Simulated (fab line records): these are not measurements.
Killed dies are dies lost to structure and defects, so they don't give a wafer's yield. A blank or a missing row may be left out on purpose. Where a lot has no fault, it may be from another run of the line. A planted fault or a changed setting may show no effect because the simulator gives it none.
fab line records	flow n5_finfet
[record] lots = 7	wafers = 39
route steps=1938 shown BEOL_M4@1070
start_h: start of the lot's first displayed wafer, in hours after the record's first day	wait_h: hours from the lot's prior step to this one	" repeats the value in the row above	L1.1+2: a row that stands for several wafers	- no value, or no start was given	* or withheld: withheld	< > ~ a bound
route shown NAME@n: a module of which the file shows steps, and the number in the route of the first	usual: mean/standard deviation of fault-free wafers	same: alike in all rows	chamber/n: place in a boat	sites: each site's reading	_std_site: standard deviation across them	_edge_site: outer sites' mean less inner sites'	radius_mm: for every site, how far away it sits from the centre of the wafer	mask NAME#n: copy n	behind: the last tool/chamber to shape the wafer	hold: why the lot was held/for how many hours/how that ended	device: transistor that didn't switch, given as n, p or np	end of line: tests run on the same wafers once the route is complete	a step with no rows: only its recipe	killed: count of dies lost to structure and defects at first sort (not the wafer's yield)	map: a wafer's dies, x killed, . not, _ none there
set.NAME: the run value of the setting; set.NAME@STEP: its run value at that earlier step	model.NAME: the simulator's own value behind a step, which no gauge read
lots whose settings were changed on purpose; a table a step, a row a wafer
[[steps]]
[step N5_BEOL_M4_TRENCH_ETCH_37]
[recipe] chemistry = C4F6/O2	target_depth_a = 555.55	target = SiOC	time_s = 29.2	ion_energy_ev = 250	pressure_mtorr = 30	source_w = 355	bias_w = 185	Ar_flow_sccm = 300	C4F6_flow_sccm = 10	O2_flow_sccm = 10
lot.wafer	tool	chamber	start_h	wait_h	set.time_s	model.BEOL_M4.feature_depth_nm	model.etch.depth_nm	model.TiN_of_BEOL_M4_HM_DEP_02.thk_nm
L074.1	rie_diel-02	2	-	-	29.2	57	57.05	17.4
L074.2	"	1	"	"	29.2	55.4	55.46	17.4
L074.3	"	0	"	"	29.2	56.4	56.39	17.8
L074.4	"	1	"	"	29.2	55.6	55.5	17.4
L074.5	"	2	"	"	29.2	56.8	56.8	17.4
L074.6	"	0	"	"	29.2	56.8	56.85	17.6
L081.2	rie_diel-01	0	-	-	29.2	54.6	54.68	17.8
L081.3	"	1	"	"	29.2	54.2	54.17	17.4
L081.4	"	3	"	"	29.2	55	55.06	17.4
L082.1	rie_diel-06	1	-	-	29.2	57.4	57.4	17.6
L082.2	"	3	"	"	44.58	88.2	88.14	16.2
L082.3	"	0	"	"	44.58	87	86.94	16
L082.4	"	2	"	"	29.2	55.6	55.65	17.6
L082.5	"	2	"	"	29.2	55.6	55.66	17.4
L082.6	"	1	"	"	44.58	88	87.92	16.4
L087.1	rie_diel-02	0	-	-	29.2	56.4	56.49	17.6
L087.2	"	3	"	"	29.2	56.2	56.12	18
L087.3	"	1	"	"	29.2	54.4	54.33	17.8
L087.4	"	3	"	"	29.2	56.4	56.37	17.6
L087.5	"	0	"	"	29.2	56.6	56.6	17.6
L087.6	"	1	"	"	29.2	54.8	54.8	17.8
L088.1	rie_diel-01	1	-	-	29.2	54.6	54.63	17.8
L088.2	"	3	"	"	29.2	55	54.94	17.4
L088.3	"	0	"	"	29.2	54.4	54.47	17.6
L088.4	"	2	"	"	29.2	55.2	55.25	17.6
L088.5	"	0	"	"	29.2	54.4	54.48	17.6
L088.6	"	1	"	"	29.2	54.4	54.31	17.6
L092.1	rie_diel-01	2	-	-	29.2	54.8	54.81	17.4
L092.2	"	1	"	"	29.2	54.8	54.86	17.6
L092.3	"	0	"	"	29.2	54.8	54.71	17.8
L092.4	"	1	"	"	29.2	55.2	55.13	17.6
L092.5	"	2	"	"	29.2	54.8	54.88	18
L092.6	"	0	"	"	29.2	54.6	54.7	17.6
L093.1	rie_diel-06	2	-	-	34.3	64.2	64.22	17.2
L093.2	"	0	"	"	29.2	56.6	56.52	17.2
L093.3	"	3	"	"	34.3	67	66.99	16.8
L093.4	"	1	"	"	29.2	57.4	57.49	17.4
L093.5	"	2	"	"	29.2	54.8	54.85	17.8
L093.6	"	1	"	"	34.3	68.2	68.18	16.8
[step N5_BEOL_M4_ETCH_41]
[recipe] chemistry = CH3F/O2	target = SiCN	target_depth_a = 299	taper_deg = 2	time_s = 52.5	ion_energy_ev = 120	mask_material = TiN	pressure_mtorr = 30	source_w = 395	bias_w = 75	Ar_flow_sccm = 150	CH3F_flow_sccm = 30	O2_flow_sccm = 20
[step N5_BEOL_M4_STRIP_97]
[recipe] chemistry = N2/H2	time_s = 10	power_w = 450	temp_c = 40	pressure_mtorr = 20	rf_frequency_hz = 6e+07	bias_power_w = 7	n2_flow_sccm = 200	h2_flow_sccm = 200
[step N5_BEOL_M4_OCD_MEAS_38]
[usual] trench_depth_nm = 56.0/1.3
lot.wafer	tool	chamber	start_h	wait_h	set.time_s@BEOL_M4_TRENCH_ETCH_37	trench_depth_nm
L074.1	ocd-02	-	152.23	-	29.2	57.5
L074.2	"	-	"	"	29.2	55.3
L074.3	"	-	"	"	29.2	56.6
L074.4	"	-	"	"	29.2	55.3
L074.5	"	-	"	"	29.2	56.7
L074.6	"	-	"	"	29.2	56.9
L081.2	ocd-01	-	203.34	-	29.2	54.8
L081.3	"	-	"	"	29.2	54.3
L081.4	"	-	"	"	29.2	55.4
L082.1	ocd-02	-	208.14	-	29.2	57.1
L082.2	"	-	"	"	44.58	88.6
L082.3	"	-	"	"	44.58	86.9
L082.4	"	-	"	"	29.2	55.7
L082.5	"	-	"	"	29.2	55.5
L082.6	"	-	"	"	44.58	87.8
L087.1	ocd-01	-	236.58	-	29.2	56.6
L087.2	"	-	"	"	29.2	55.9
L087.3	"	-	"	"	29.2	54.8
L087.4	"	-	"	"	29.2	56.5
L087.5	"	-	"	"	29.2	56.8
L087.6	"	-	"	"	29.2	54.2
L088.1	ocd-01	-	242.38	-	29.2	54.8
L088.2	"	-	"	"	29.2	55.3
L088.3	"	-	"	"	29.2	54.1
L088.4	"	-	"	"	29.2	55.4
L088.5	"	-	"	"	29.2	54.4
L088.6	"	-	"	"	29.2	54.7
L092.1	ocd-02	-	264.26	-	29.2	55.3
L092.2	"	-	"	"	29.2	55.0
L092.3	"	-	"	"	29.2	54.6
L092.4	"	-	"	"	29.2	54.9
L092.5	"	-	"	"	29.2	54.4
L092.6	"	-	"	"	29.2	54.5
L093.1	ocd-01	-	271.76	-	34.3	64.5
L093.2	"	-	"	"	29.2	56.2
L093.3	"	-	"	"	34.3	66.6
L093.4	"	-	"	"	29.2	57.2
L093.5	"	-	"	"	29.2	55.1
L093.6	"	-	"	"	34.3	68.2
[step N5_BEOL_M4_HM_STRIP_39]
[recipe] chemistry = peroxide_tin_strip	material = TiN	target_depth_a = 250	temp_c = 50	time_s = 158
[step N5_BEOL_M4_SRD_40]
[recipe] time_s = 30	temp_c = 23	rinse_liquid = diw	dry = ipa_marangoni
[step N5_BEOL_M4_ECD_50]
[recipe] material = Cu	target_thk_a = 3000
[step N5_BEOL_M4_ANNEAL_51]
[recipe] temp_c = 225	time_s = 90	ambient = N2
[step N5_BEOL_M4_CMP_52]
[recipe] stop_on = SiOC	t_overpolish_s = 6.8	down_force_psi = 1	platen_rpm = 50	clearing_platen_down_force_psi = 1.5	clearing_platen_rpm = 50	post_cmp_clean = cu_alkaline	target_thk_nm = 40	clearing_platen_pad_velocity_m_s = 0.99484	pad_velocity_m_s = 0.99484
lot.wafer	tool	chamber	start_h	wait_h	set.time_s@BEOL_M4_TRENCH_ETCH_37	model.Cu_of_BEOL_M4_ECD_50.thk_nm
L074.4	cmp-03	1	155.58	0.1	29.2	40.6
L074.1+3	"	2,3	"	"	29.2	41.6
L074.2	"	0	"	"	29.2	42
L074.6	"	1	"	"	29.2	42.6
L074.5	"	2	"	"	29.2	41.8
L081.4+2	cmp-03	1,2	206.67	0.1	29.2	39
L081.3	"	0	"	"	29.2	38.2
L082.1	cmp-04	0	211.37	0.3	29.2	40.2
L082.2	"	1	"	"	44.58	71.8
L082.3	"	2	"	"	44.58	69.4
L082.4	"	3	"	"	29.2	38.4
L082.5	"	0	"	"	29.2	39.4
L082.6	"	1	"	"	44.58	72.2
L087.1	cmp-01	2	241.51	0.3	29.2	44.2
L087.3	"	3	"	"	29.2	39.6
L087.4	"	0	"	"	29.2	41.8
L087.2	"	1	"	"	29.2	41
L087.6	"	2	"	"	29.2	39.2
L087.5	"	3	"	"	29.2	40.2
L088.2	cmp-04	1	245.90	0.2	29.2	40.4
L088.3	"	2	"	"	29.2	36.8
L088.4	"	3	"	"	29.2	39.2
L088.1	"	0	"	"	29.2	40
L088.5	"	1	"	"	29.2	38.8
L088.6	"	2	"	"	29.2	37.6
L092.3	cmp-01	3	267.84	0.2	29.2	39.4
L092.2	"	0	"	"	29.2	38.8
L092.4+5	"	1,0	"	"	29.2	39
L092.1	"	2	"	"	29.2	40.6
L092.6	"	3	"	"	29.2	38.6
L093.2	cmp-03	0	275.09	0.2	29.2	41.4
L093.1	"	1	"	"	34.3	49.8
L093.4	"	2	"	"	29.2	42.8
L093.3	"	3	"	"	34.3	53
L093.6	"	0	"	"	34.3	52.8
L093.5	"	1	"	"	29.2	38.8
[step N5_BEOL_M4_THK_MEAS_53]
[recipe] thk_meas_gauge = xrf	reads = Cu_of_BEOL_M4_ECD_50
[usual] M4_THK = 40.1/1.7
lot.wafer	tool	chamber	start_h	wait_h	set.time_s@BEOL_M4_TRENCH_ETCH_37	M4_THK[nm]
L074.1	film_metro-02	-	155.88	-	29.2	41.0
L074.2	"	-	"	"	29.2	41.4
L074.3	"	-	"	"	29.2	41.2
L074.4	"	-	"	"	29.2	40.1
L074.5	"	-	"	"	29.2	41.4
L074.6	"	-	"	"	29.2	41.8
L081.2	film_metro-02	-	206.96	-	29.2	38.7
L081.3	"	-	"	"	29.2	38.2
L081.4	"	-	"	"	29.2	38.9
L082.1	film_metro-02	-	211.67	-	29.2	39.5
L082.2	"	-	"	"	44.58	70.6
L082.3	"	-	"	"	44.58	68.4
L082.4	"	-	"	"	29.2	37.8
L082.5	"	-	"	"	29.2	38.9
L082.6	"	-	"	"	44.58	71.4
L087.1	film_metro-02	-	241.81	-	29.2	43.5
L087.2	"	-	"	"	29.2	40.3
L087.3	"	-	"	"	29.2	39.0
L087.4	"	-	"	"	29.2	41.2
L087.5	"	-	"	"	29.2	39.6
L087.6	"	-	"	"	29.2	38.4
L088.1	film_metro-02	-	246.20	-	29.2	39.2
L088.2	"	-	"	"	29.2	39.9
L088.3	"	-	"	"	29.2	36.0
L088.4	"	-	"	"	29.2	38.3
L088.5	"	-	"	"	29.2	38.0
L088.6	"	-	"	"	29.2	36.8
L092.1	film_metro-01	-	268.13	-	29.2	39.9
L092.2	"	-	"	"	29.2	38.1
L092.3	"	-	"	"	29.2	38.6
L092.4	"	-	"	"	29.2	38.5
L092.5	"	-	"	"	29.2	38.5
L092.6	"	-	"	"	29.2	38.0
L093.1	film_metro-01	-	275.39	-	34.3	49.5
L093.2	"	-	"	"	29.2	41.1
L093.3	"	-	"	"	34.3	52.8
L093.4	"	-	"	"	29.2	42.6
L093.5	"	-	"	"	29.2	38.6
L093.6	"	-	"	"	34.3	52.4
[step N5_BEOL_M4_PRE_CLEAN_60]
[recipe] gas = NH3/H2	time_s = 15	temp_c = *	rf_power_w = 300
[step N5_BEOL_M4_CO_CAP_55]
[recipe] material = Co	target_thk_a = 20	temp_c = 200	precursor = CCTBA/H2	pressure_torr = 30	time_s = 102.1
[step N5_BEOL_M4_PRE_CLEAN_56]
[recipe] gas = NH3	time_s = 15	temp_c = withheld	rf_power_w = 300
[step N5_BEOL_M4_DEP_57]
[recipe] material = SiCN	target_thk_a = 80	temp_c = withheld	precursor = 3MS/NH3	pressure_torr = 3	rf_w = 202	time_s = 14
[step N5_BEOL_M4_RS_MEAS_58]
[recipe] thk_meas_gauge = four-point-probe	reads = Co_of_BEOL_M4_CO_CAP_55+Cu_of_BEOL_M4_ECD_50+Co_of_BEOL_M4_CVD_47+TaN_of_BEOL_M4_ALD_84
[usual] M4_RS = 0.66/0.036
lot.wafer	tool	chamber	start_h	wait_h	set.time_s@BEOL_M4_TRENCH_ETCH_37	M4_RS[ohm/sq]
L074.1	film_metro-01	-	156.14	0.0	29.2	0.64
L074.2	"	-	"	"	29.2	0.63
L074.3	"	-	"	"	29.2	0.63
L074.4	"	-	"	"	29.2	0.66
L074.5	"	-	"	"	29.2	0.63
L074.6	"	-	"	"	29.2	0.62
L081.2	film_metro-01	-	207.22	0.1	29.2	0.69
L081.3	"	-	"	"	29.2	0.71
L081.4	"	-	"	"	29.2	0.69
L082.1	film_metro-02	-	211.93	0.0	29.2	0.67
L082.2	"	-	"	"	44.58	0.32
L082.3	"	-	"	"	44.58	0.34
L082.4	"	-	"	"	29.2	0.70
L082.5	"	-	"	"	29.2	0.68
L082.6	"	-	"	"	44.58	0.32
L087.1	film_metro-02	-	242.07	0.0	29.2	0.59
L087.2	"	-	"	"	29.2	0.65
L087.3	"	-	"	"	29.2	0.68
L087.4	"	-	"	"	29.2	0.63
L087.5	"	-	"	"	29.2	0.66
L087.6	"	-	"	"	29.2	0.69
L088.1	film_metro-02	-	246.46	0.0	29.2	0.67
L088.2	"	-	"	"	29.2	0.66
L088.3	"	-	"	"	29.2	0.75
L088.4	"	-	"	"	29.2	0.69
L088.5	"	-	"	"	29.2	0.70
L088.6	"	-	"	"	29.2	0.73
L092.1	film_metro-01	-	268.40	0.0	29.2	0.65
L092.2	"	-	"	"	29.2	0.69
L092.3	"	-	"	"	29.2	0.68
L092.4	"	-	"	"	29.2	0.69
L092.5	"	-	"	"	29.2	0.69
L092.6	"	-	"	"	29.2	0.70
L093.1	film_metro-01	-	275.65	0.0	34.3	0.50
L093.2	"	-	"	"	29.2	0.64
L093.3	"	-	"	"	34.3	0.47
L093.4	"	-	"	"	29.2	0.61
L093.5	"	-	"	"	29.2	0.69
L093.6	"	-	"	"	34.3	0.47
[[key]]
[split] step = N5_BEOL_M4_TRENCH_ETCH_37	setting = time_s	stated = 29.2	by = wafer
[response] step = N5_BEOL_M4_TRENCH_ETCH_37	reading = model.BEOL_M4.feature_depth_nm	change = +0.597	per = 1%	r = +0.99
[response] step = N5_BEOL_M4_TRENCH_ETCH_37	reading = model.etch.depth_nm	change = +0.595	per = 1%	r = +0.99
[response] step = N5_BEOL_M4_TRENCH_ETCH_37	reading = model.TiN_of_BEOL_M4_HM_DEP_02.thk_nm	change = -0.0258	per = 1%	r = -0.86
[response] step = N5_BEOL_M4_OCD_MEAS_38	reading = trench_depth_nm	change = +0.6	per = 1%	r = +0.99
[response] step = N5_BEOL_M4_CMP_52	reading = model.Cu_of_BEOL_M4_ECD_50.thk_nm	change = +0.606	per = 1%	r = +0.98
[response] step = N5_BEOL_M4_THK_MEAS_53	reading = M4_THK	change = +0.598	per = 1%	r = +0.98
[response] step = N5_BEOL_M4_RS_MEAS_58	reading = M4_RS	change = -0.00701	per = 1%	r = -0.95
